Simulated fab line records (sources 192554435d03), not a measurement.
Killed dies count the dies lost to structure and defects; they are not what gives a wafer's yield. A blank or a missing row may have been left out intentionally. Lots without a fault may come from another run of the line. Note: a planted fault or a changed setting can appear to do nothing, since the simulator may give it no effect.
fab line records	flow n5-finfet	part 2 of 2: steps 21 to 26 of 26
record: lots: 5	wafers: 15	last-day: 17
route steps=1938 shown BEOL_M8@1349
lots with no fault: from the same line, run without faults
start-h: hours from the record's opening day to when the first of the lot's shown wafers began	wait-h: hours elapsed since this lot's preceding step	" identical to the entry in the row above	L1.1+2: several wafers, shown together as one row	- no value, or no start was given	* or withheld: withheld	< > ~ a bound
route shown NAME@n: NAME is a module with steps in the file, n the number in the route of the first one	usual: the fault-free wafers' mean and standard deviation	same: alike in all rows	chamber/n: place in a boat	sites: the reading at each site	_std_site: how widely they spread, as a standard deviation	_edge_site: the outer-site mean with the inner-site mean subtracted	radius-mm: how far each site lies from the wafer's centre	mask NAME#n: copy n	behind: the most recent tool/chamber to have shaped the wafer	hold: the reason the lot was held/the length of the hold in hours/how it ended	device: which transistor (n, p or np) failed to switch	end of line: at the end of the route, the tests of the same wafers	a step with no rows: only its recipe	killed: dies lost to structure and defects at the first sort, not the wafer's yield	map: a wafer's dies, marking killed ones x, the rest . and places with no die _
set.NAME: the setting that was run; set.NAME@STEP: the one run at that earlier step	model.NAME: the simulator's own value behind a step, which no gauge read
certain route steps with their lots: each step a table, each wafer a row
services: from which hour (start-h, from the record's first day; less than 0 if before it) a tool's chamber was out of use, for how many hours, and why
== steps ==
step: N5_BEOL_M8_ETCH_72
recipe: chemistry: N2/H2	target: underlayer	target-depth-a: 65	mask-material: CAR-EUV	time-s: 5.2	ion-energy-ev: 200	pressure-mtorr: 30	source-w: 840	bias-w: 150	n2-flow-sccm: 200	h2-flow-sccm: 200	ends: cleared
usual: drypump-motor-current-A: 5.8/0.44	etch-rf-on-time-s: 5.19/0.082	oes-product-au: 0.67/0.083	rf-vpp-V: 523.8/2	showerhead-plenum-p-Torr: 2.54/0.053	throttle-valve-pct: 17.78/0.22
lot.wafer	tool	chamber	start-h	wait-h	drypump-motor-current-A	etch-rf-on-time-s	oes-product-au	rf-hours-counter-h	rf-vpp-V	showerhead-plenum-p-Torr	throttle-valve-pct
L077.3	rie-diel-02	3	286.40	0.0	5.9	5.13	0.80	8	526.3	2.60	17.73
L077.4	"	1	"	"	5.7	5.27	0.60	220	522.2	2.52	18.04
L077.6	"	0	"	"	6.2	5.31	0.68	-	524.8	2.55	17.79
L078.2	rie-diel-02	0	295.08	0.0	6.3	5.24	0.69	108	525.3	2.55	17.80
L078.5	"	3	"	"	5.8	5.11	0.82	-	524.3	2.60	17.70
L078.6	"	0	"	"	6.3	5.24	0.68	-	524.5	2.55	17.82
L083.2	rie-diel-04	3	312.29	0.0	5.4	5.09	0.80	10	527.0	2.60	17.71
L083.3	"	2	"	"	6.2	5.15	0.60	234	521.3	2.50	17.88
L083.4	"	3	"	"	5.3	5.09	0.80	-	524.1	2.60	17.69
L085.1	rie-diel-05	1	329.53	0.0	6.3	5.17	0.69	89	520.0	2.46	17.52
L085.2	"	3	"	"	5.5	5.28	0.60	221	527.5	2.62	17.89
L085.5	"	3	"	"	5.5	5.33	0.59	-	525.8	2.62	17.89
L088.1	rie-diel-05	1	343.33	0.0	6.3	5.18	0.68	97	523.4	2.46	17.51
L088.2	"	3	"	"	5.5	5.30	0.59	228	526.5	2.62	17.88
L088.4	"	0	"	"	6.1	5.21	0.60	-	523.0	2.52	17.95
step: N5_BEOL_M8_ETCH_65
recipe: chemistry: CF4	target: SiARC	target-depth-a: 156	mask-material: CAR-EUV	time-s: 26	ion-energy-ev: 80	pressure-mtorr: 40	source-w: 545	bias-w: 36	Ar_flow_sccm: 100	cf4-flow-sccm: 100	ends: cleared
usual: drypump-motor-current-A: 5.8/0.44	etch-rf-on-time-s: 25.9/0.38	oes-product-au: 0.68/0.083	rf-vpp-V: 184.1/0.97	showerhead-plenum-p-Torr: 2.14/0.041	throttle-valve-pct: 15.56/0.22
lot.wafer	tool	chamber	start-h	wait-h	drypump-motor-current-A	etch-rf-on-time-s	oes-product-au	rf-hours-counter-h	rf-vpp-V	showerhead-plenum-p-Torr	throttle-valve-pct
L077.3	rie-diel-02	3	286.42	0.0	5.8	25.4	0.82	8	182.6	2.18	15.34
L077.4	"	1	"	"	5.7	25.6	0.61	220	184.2	2.12	15.84
L077.6	"	0	"	"	6.2	26.0	0.68	-	183.7	2.15	15.56
L078.2	rie-diel-02	0	295.10	0.0	6.2	26.3	0.69	108	184.6	2.15	15.58
L078.5	"	3	"	"	5.8	25.6	0.81	-	184.5	2.18	15.37
L078.6	"	0	"	"	6.2	26.2	0.68	-	185.0	2.15	15.57
L083.2	rie-diel-04	3	312.31	0.0	5.4	25.4	0.81	10	185.5	2.20	15.42
L083.3	"	2	"	"	6.3	26.1	0.60	234	183.2	2.11	15.72
L083.4	"	3	"	"	5.4	25.4	0.81	-	184.4	2.20	15.42
L085.1	rie-diel-05	1	329.54	0.0	6.3	25.9	0.68	89	183.6	2.08	15.40
L085.2	"	3	"	"	5.5	26.5	0.60	221	184.7	2.20	15.68
L085.5	"	3	"	"	5.5	26.6	0.60	-	186.2	2.20	15.70
L088.1	rie-diel-05	1	343.35	0.0	6.3	25.5	0.68	97	183.6	2.08	15.42
L088.2	"	3	"	"	5.4	26.1	0.59	228	184.4	2.20	15.71
L088.4	"	0	"	"	6.1	25.7	0.60	-	184.3	2.13	15.76
step: N5_BEOL_M8_ETCH_66
recipe: chemistry: N2/H2	target: SOC	target-depth-a: 800	overetch-a: 160	mask-material: SiARC	temp-c: 40	time-s: 120	ion-energy-ev: 200	pressure-mtorr: 30	source-w: 840	bias-w: 150	n2-flow-sccm: 200	h2-flow-sccm: 200
usual: drypump-motor-current-A: 5.8/0.44	oes-product-au: 0.60/0.071	rf-vpp-V: 523.9/1.7	showerhead-plenum-p-Torr: 2.54/0.053	throttle-valve-pct: 17.75/0.22
lot.wafer	tool	chamber	start-h	wait-h	drypump-motor-current-A	oes-product-au	rf-hours-counter-h	rf-vpp-V	showerhead-plenum-p-Torr	throttle-valve-pct
L077.3	rie-diel-02	3	286.44	0.0	5.8	0.72	8	525.1	2.60	17.69
L077.4	"	1	"	"	5.7	0.54	220	522.9	2.52	18.00
L077.6	"	0	"	"	6.2	0.62	-	524.5	2.55	17.75
L078.2	rie-diel-02	0	295.13	0.0	6.2	0.61	108	525.1	2.55	17.75
L078.5	"	3	"	"	5.8	0.72	-	527.2	2.60	17.68
L078.6	"	0	"	"	6.2	0.61	-	525.4	2.55	17.76
L083.2	rie-diel-04	3	312.34	0.0	5.3	0.71	10	526.7	2.60	17.69
L083.3	"	2	"	"	6.3	0.54	234	522.5	2.50	17.88
L083.4	"	3	"	"	5.4	0.71	-	527.6	2.60	17.68
L085.1	rie-diel-05	1	329.57	0.0	6.3	0.61	89	522.1	2.46	17.47
L085.2	"	3	"	"	5.5	0.54	221	525.2	2.62	17.84
L085.5	"	3	"	"	5.5	0.54	-	525.5	2.62	17.84
L088.1	rie-diel-05	1	343.37	0.0	6.3	0.61	97	522.4	2.46	17.50
L088.2	"	3	"	"	5.5	0.54	228	526.4	2.62	17.88
L088.4	"	0	"	"	6.2	0.54	-	524.1	2.52	17.90
step: N5_BEOL_M8_STRIP_69
recipe: chemistry: N2/H2	temp-c: 40	n2-flow-sccm: 200	h2-flow-sccm: 200	rf-frequency-hz: 6e+07
lot.wafer	tool	chamber	start-h	wait-h
L077.3+4+6	rie-diel-02	3,1,0	286.53	0.0
L078.2+5+6	rie-diel-02	0,3,0	295.21	0.0
L083.2+3+4	rie-diel-04	3,2,3	312.42	0.0
L085.1+2+5	rie-diel-05	1,3,3	329.65	0.0
L088.1+2+4	rie-diel-05	1,3,0	343.46	0.0
step: N5_BEOL_M8_STRIP_73
recipe: chemistry: N2/H2	temp-c: 40	n2-flow-sccm: 200	h2-flow-sccm: 200	rf-frequency-hz: 6e+07
lot.wafer	tool	chamber	start-h	wait-h
L077.3+4+6	rie-diel-02	3,1,0	286.54	0.0
L078.2+5+6	rie-diel-02	0,3,0	295.22	0.0
L083.2+3+4	rie-diel-04	3,2,3	312.43	0.0
L085.1+2+5	rie-diel-05	1,3,3	329.66	0.0
L088.1+2+4	rie-diel-05	1,3,0	343.47	0.0
step: N5_BEOL_M8_VIA_ETCH_34
recipe: chemistry: C4F6/O2	target: SiCOH_lowk	target-depth-a: 1255	mask-material: SOC	taper-deg: 4	time-s: 50.5	ion-energy-ev: 250	pressure-mtorr: 30	source-w: 345	bias-w: 185	Ar_flow_sccm: 300	C4F6_flow_sccm: 10	O2_flow_sccm: 10
usual: drypump-motor-current-A: 5.8/0.44	oes_ar_750_au: 0.79/0.093	oes_o_777_au: 0.79/0.09	oes-product-au: 0.79/0.096	rf-vpp-V: 667/5	showerhead-plenum-p-Torr: 2.85/0.056	throttle-valve-pct: 20.83/0.2
lot.wafer	tool	chamber	start-h	wait-h	drypump-motor-current-A	oes_ar_750_au	oes_o_777_au	oes-product-au	rf-hours-counter-h	rf-vpp-V	showerhead-plenum-p-Torr	throttle-valve-pct
L077.3	rie-diel-02	3	286.55	0.0	5.8	0.95	0.93	0.95	8	667	2.90	20.69
L077.4	"	1	"	"	5.7	0.71	0.70	0.70	220	675	2.83	21.11
L077.6	"	0	"	"	6.2	0.80	0.79	0.79	-	672	2.86	20.83
L078.2	rie-diel-02	0	295.23	0.0	6.2	0.80	0.79	0.80	108	672	2.86	20.84
L078.5	"	3	"	"	5.8	0.93	0.93	0.94	-	668	2.90	20.69
L078.6	"	0	"	"	6.2	0.79	0.79	0.80	-	671	2.86	20.86
L083.2	rie-diel-04	3	312.44	0.0	5.4	0.94	0.93	0.95	10	655	2.92	20.79
L083.3	"	2	"	"	6.2	0.71	0.71	0.70	234	667	2.80	20.90
L083.4	"	3	"	"	5.3	0.94	0.93	0.94	-	655	2.92	20.81
L085.1	rie-diel-05	1	329.67	0.0	6.3	0.80	0.80	0.80	89	670	2.76	20.63
L085.2	"	3	"	"	5.5	0.71	0.70	0.70	221	666	2.93	20.90
L085.5	"	3	"	"	5.5	0.70	0.70	0.71	-	665	2.93	20.90
L088.1	rie-diel-05	1	343.48	0.0	6.3	0.78	0.79	0.79	97	671	2.76	20.65
L088.2	"	3	"	"	5.5	0.70	0.70	0.70	228	666	2.93	20.91
L088.4	"	0	"	"	6.1	0.70	0.71	0.70	-	662	2.83	21.01
== services ==
tool	chamber	start-h	hours	kind
rie-diel-04	2	263.68	2.8	repair
rie-diel-04	3	271.32	-	clean
rie-diel-04	3	271.32	-	consumable-replace:focus-ring
rie-diel-04	3	271.32	13.8	scheduled-down
euv-scanner-01	-	273.28	1.0	pm
litho-track-04	-	275.06	-	consumable-replace:filter
euv-scanner-01	-	275.82	5.8	pm
rie-diel-04	-	278.67	4.3	pm
rie-metal-01	-	279.51	0.5	repair
litho-track-04	-	288.46	-	consumable-replace:filter
euv-scanner-02	-	289.88	1.2	repair
rie-metal-01	1	294.19	6.5	repair
rie-diel-05	1	302.74	4.3	repair
rie-diel-02	2	303.28	3.9	repair
euv-scanner-01	-	305.28	0.5	repair
euv-scanner-02	-	306.92	1.0	pm
euv-scanner-01	-	317.05	4.6	pm
euv-scanner-02	-	321.65	5.8	pm
rie-diel-05	2	328.20	-	clean
rie-diel-05	2	328.20	-	consumable-replace:focus-ring
rie-diel-05	2	328.20	26.1	scheduled-down
rie-diel-05	2	328.20	26.1	vent-cycle
euv-scanner-01	-	329.43	1.0	pm
euv-scanner-02	-	336.77	4.6	pm
